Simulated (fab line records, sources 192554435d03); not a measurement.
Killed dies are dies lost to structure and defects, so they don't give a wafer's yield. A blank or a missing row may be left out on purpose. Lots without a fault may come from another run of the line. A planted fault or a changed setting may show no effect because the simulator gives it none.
Split-lot experiment | flow n5_finfet | 7 lots, 39 wafers read, on a route of 1938 steps

THE SPLIT
At N5_MIM_BOT_SPUTTER_00 (material TiN, target thk 35 nm, time 89.7 s), the setting target_thk_a was moved away from the recipe's 350 angstrom on 12 of the 39 wafers read, by -26.5% to +32.9%. The other wafers ran this setting at the recipe's value.

The reading is taken at the split's own step.

THE READING
TiN_of_MIM_BOT_SPUTTER_00.thk_nm (the simulator's own value, which no gauge read), in nm, at N5_MIM_BOT_SPUTTER_00 (material TiN, target thk 35 nm, time 89.7 s). The file gives no usual value for it. The 27 wafers here that ran the recipe average 34.9 nm, standard deviation 0.43 nm.

wafer  | tool, chamber at the split | target_thk_a as run, angstrom | against the recipe | TiN_of_MIM_BOT_SPUTTER_00.thk_nm, nm | against lot-mates on the recipe
L075.1 | pvd_sputter-02, -          | 350                           | recipe             | 35.4                                 | -
L075.2 | pvd_sputter-02, -          | 421.1                         | +20.3%             | 42.4                                 | +7.4
L075.5 | pvd_sputter-02, -          | 421.1                         | +20.3%             | 42.4                                 | +7.4
L075.3 | pvd_sputter-02, -          | 421.1                         | +20.3%             | 42.6                                 | +7.6
L075.4 | pvd_sputter-02, -          | 350                           | recipe             | 34.8                                 | -
L075.6 | pvd_sputter-02, -          | 350                           | recipe             | 34.8                                 | -
L084.1 | pvd_sputter-01, -          | 350                           | recipe             | 34.6                                 | -
L084.4 | pvd_sputter-01, -          | 350                           | recipe             | 34.8                                 | -
L084.6 | pvd_sputter-01, -          | 350                           | recipe             | 34.8                                 | -
L081.1 | pvd_sputter-02, -          | 257.1                         | -26.5%             | 26                                   | -9.3
L081.2 | pvd_sputter-02, -          | 350                           | recipe             | 34.8                                 | -
L081.3 | pvd_sputter-02, -          | 257.1                         | -26.5%             | 25.8                                 | -9.5
L081.5 | pvd_sputter-02, -          | 257.1                         | -26.5%             | 25.8                                 | -9.5
L081.4 | pvd_sputter-02, -          | 350                           | recipe             | 35.4                                 | -
L081.6 | pvd_sputter-02, -          | 350                           | recipe             | 35.6                                 | -
L087.1 | pvd_sputter-03, -          | 350                           | recipe             | 34.6                                 | -
L087.5 | pvd_sputter-03, -          | 350                           | recipe             | 34.6                                 | -
L087.2 | pvd_sputter-03, -          | 350                           | recipe             | 35                                   | -
L087.3 | pvd_sputter-03, -          | 350                           | recipe             | 34.8                                 | -
L087.4 | pvd_sputter-03, -          | 350                           | recipe             | 35.6                                 | -
L087.6 | pvd_sputter-03, -          | 350                           | recipe             | 35.2                                 | -
L092.1 | pvd_sputter-03, -          | 465.3                         | +32.9%             | 46.4                                 | +11.5
L092.2 | pvd_sputter-03, -          | 465.3                         | +32.9%             | 45.8                                 | +10.9
L092.3 | pvd_sputter-03, -          | 350                           | recipe             | 35.2                                 | -
L092.4 | pvd_sputter-03, -          | 350                           | recipe             | 35                                   | -
L092.5 | pvd_sputter-03, -          | 350                           | recipe             | 34.6                                 | -
L092.6 | pvd_sputter-03, -          | 465.3                         | +32.9%             | 46.2                                 | +11.3
L097.1 | pvd_sputter-03, -          | 350                           | recipe             | 34.2                                 | -
L097.5 | pvd_sputter-03, -          | 350                           | recipe             | 34.2                                 | -
L097.2 | pvd_sputter-03, -          | 350                           | recipe             | 34.4                                 | -
L097.3 | pvd_sputter-03, -          | 350                           | recipe             | 34.4                                 | -
L097.6 | pvd_sputter-03, -          | 350                           | recipe             | 34.4                                 | -
L097.4 | pvd_sputter-03, -          | 350                           | recipe             | 35                                   | -
L096.1 | pvd_sputter-03, -          | 350                           | recipe             | 35.6                                 | -
L096.5 | pvd_sputter-03, -          | 350                           | recipe             | 35.6                                 | -
L096.2 | pvd_sputter-03, -          | 292.7                         | -16.4%             | 29                                   | -6.5
L096.3 | pvd_sputter-03, -          | 292.7                         | -16.4%             | 29.4                                 | -6.1
L096.4 | pvd_sputter-03, -          | 350                           | recipe             | 35.2                                 | -
L096.6 | pvd_sputter-03, -          | 292.7                         | -16.4%             | 29.6                                 | -5.9

THE FIT
A straight line over all 39 wafers: TiN_of_MIM_BOT_SPUTTER_00.thk_nm changes by +0.346 nm for each +1% of target_thk_a; r = +1.00; the points scatter about the line by 0.41 nm.
The same after taking each lot's own level away (the mean of its wafers on the recipe; 39 wafers): +0.353 nm for each +1%; r = +1.00; scatter 0.31 nm.
On that fit, the largest move of target_thk_a shifts the reading by 12 nm.
The lots' own levels span 34.43 to 35.47 nm, that is 2.4 times the standard deviation above.
So the lot-to-lot level changes the slope little: the two slopes agree.
Check: with one of the wafers moved furthest among these (+32.9%) left out of the fit, the line predicts +11.6 nm for it against its lot-mates. It came out at +11.5 nm against them.

OTHER SPLITS ON THESE WAFERS
These wafers also went through other splits before the reading. Each is held against what the fit with the lots' levels taken away leaves over:
other split on the same wafers    | wafers away from the commonest value | r with TiN_of_MIM_BOT_SPUTTER_00.thk_nm (lot level and that fit taken away)
N5_BEOL_M6_HM_DEP_02 target_thk_a | 12                                   | -0.23
N5_BEOL_M10_TRENCH_ETCH_37 time_s | 6                                    | -0.31

THE FILE'S OWN FIT
TiN_of_MIM_BOT_SPUTTER_00.thk_nm changes by +0.352 nm for each +1% of target_thk_a, r = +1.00.
